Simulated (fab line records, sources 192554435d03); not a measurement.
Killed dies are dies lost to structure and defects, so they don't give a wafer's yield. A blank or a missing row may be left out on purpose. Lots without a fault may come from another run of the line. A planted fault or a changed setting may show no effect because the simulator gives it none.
Split-lot experiment | flow n5_finfet | 7 lots, 39 wafers read, on a route of 1938 steps

THE SPLIT
At N5_PMOS_HMC_CHANNEL_EPI_EPI_20 (deposits SiGe30, target thk 59 nm), the setting pressure_torr was moved away from the recipe's 20 Torr on 18 of the 39 wafers read, by -15.2% to +8.9%. The other wafers ran this setting at the recipe's value.

The reading is taken at the split's own step.

THE READING
SiGe30_of_PMOS_HMC_CHANNEL_EPI_EPI_20.thk_nm (the simulator's own value, which no gauge read), in nm, at N5_PMOS_HMC_CHANNEL_EPI_EPI_20 (deposits SiGe30, target thk 59 nm). The file gives no usual value for it. The 21 wafers here that ran the recipe average 59.62 nm, standard deviation 0.5 nm.

wafer  | tool, chamber at the split | pressure_torr as run, Torr | against the recipe | SiGe30_of_PMOS_HMC_CHANNEL_EPI_EPI_20.thk_nm, nm | against lot-mates on the recipe
L075.1 | epi_rpcvd-02, 0            | 20                         | recipe             | 59.77                                            | -
L075.2 | epi_rpcvd-02, 0            | 20                         | recipe             | 60.23                                            | -
L075.3 | epi_rpcvd-02, 0            | 20                         | recipe             | 59.82                                            | -
L075.4 | epi_rpcvd-02, 0            | 20                         | recipe             | 59.95                                            | -
L075.5 | epi_rpcvd-02, 0            | 20                         | recipe             | 59.58                                            | -
L075.6 | epi_rpcvd-02, 0            | 20                         | recipe             | 59.52                                            | -
L077.1 | epi_rpcvd-03, 0            | 16.97                      | -15.2%             | 56.49                                            | no lot-mate on the recipe
L077.2 | epi_rpcvd-03, 0            | 16.97                      | -15.2%             | 55.25                                            | no lot-mate on the recipe
L077.3 | epi_rpcvd-03, 0            | 16.97                      | -15.2%             | 55.68                                            | no lot-mate on the recipe
L077.4 | epi_rpcvd-03, 0            | 16.97                      | -15.2%             | 55.49                                            | no lot-mate on the recipe
L077.5 | epi_rpcvd-03, 0            | 16.97                      | -15.2%             | 55.81                                            | no lot-mate on the recipe
L077.6 | epi_rpcvd-03, 0            | 16.97                      | -15.2%             | 55.54                                            | no lot-mate on the recipe
L080.1 | epi_rpcvd-01, 0            | 17.53                      | -12.3%             | 55.33                                            | no lot-mate on the recipe
L080.2 | epi_rpcvd-01, 0            | 17.53                      | -12.3%             | 55.47                                            | no lot-mate on the recipe
L080.3 | epi_rpcvd-01, 0            | 17.53                      | -12.3%             | 55.44                                            | no lot-mate on the recipe
L080.4 | epi_rpcvd-01, 0            | 17.53                      | -12.3%             | 55.11                                            | no lot-mate on the recipe
L080.5 | epi_rpcvd-01, 0            | 17.53                      | -12.3%             | 55.96                                            | no lot-mate on the recipe
L080.6 | epi_rpcvd-01, 0            | 17.53                      | -12.3%             | 55.48                                            | no lot-mate on the recipe
L082.1 | epi_rpcvd-01, 0            | 21.78                      | +8.9%              | 59.7                                             | no lot-mate on the recipe
L082.2 | epi_rpcvd-01, 0            | 21.78                      | +8.9%              | 60.02                                            | no lot-mate on the recipe
L082.3 | epi_rpcvd-01, 0            | 21.78                      | +8.9%              | 60.29                                            | no lot-mate on the recipe
L082.4 | epi_rpcvd-01, 0            | 21.78                      | +8.9%              | 59.93                                            | no lot-mate on the recipe
L082.5 | epi_rpcvd-01, 0            | 21.78                      | +8.9%              | 60.23                                            | no lot-mate on the recipe
L082.6 | epi_rpcvd-01, 0            | 21.78                      | +8.9%              | 60.34                                            | no lot-mate on the recipe
L083.1 | epi_rpcvd-02, 0            | 20                         | recipe             | 58.85                                            | -
L083.2 | epi_rpcvd-02, 0            | 20                         | recipe             | 60.59                                            | -
L083.3 | epi_rpcvd-02, 0            | 20                         | recipe             | 60.1                                             | -
L083.4 | epi_rpcvd-02, 0            | 20                         | recipe             | 59.33                                            | -
L083.5 | epi_rpcvd-02, 0            | 20                         | recipe             | 59.77                                            | -
L083.6 | epi_rpcvd-02, 0            | 20                         | recipe             | 60.29                                            | -
L087.1 | epi_rpcvd-03, 0            | 20                         | recipe             | 58.82                                            | -
L087.2 | epi_rpcvd-03, 0            | 20                         | recipe             | 59.28                                            | -
L087.3 | epi_rpcvd-03, 0            | 20                         | recipe             | 59.59                                            | -
L087.4 | epi_rpcvd-03, 0            | 20                         | recipe             | 59.62                                            | -
L087.5 | epi_rpcvd-03, 0            | 20                         | recipe             | 59.18                                            | -
L087.6 | epi_rpcvd-03, 0            | 20                         | recipe             | 58.47                                            | -
L097.1 | epi_rpcvd-01, 0            | 20                         | recipe             | 59.67                                            | -
L097.4 | epi_rpcvd-01, 0            | 20                         | recipe             | 59.88                                            | -
L097.5 | epi_rpcvd-01, 0            | 20                         | recipe             | 59.65                                            | -

THE FIT
A straight line over all 39 wafers: SiGe30_of_PMOS_HMC_CHANNEL_EPI_EPI_20.thk_nm changes by +0.228 nm for each +1% of pressure_torr; r = +0.92; the points scatter about the line by 0.79 nm.
Too few moved wafers have a lot-mate on the recipe to fit a line with each lot's own level taken away.

THE FILE'S OWN FIT
SiGe30_of_PMOS_HMC_CHANNEL_EPI_EPI_20.thk_nm changes by +0.228 nm for each +1% of pressure_torr, r = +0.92.
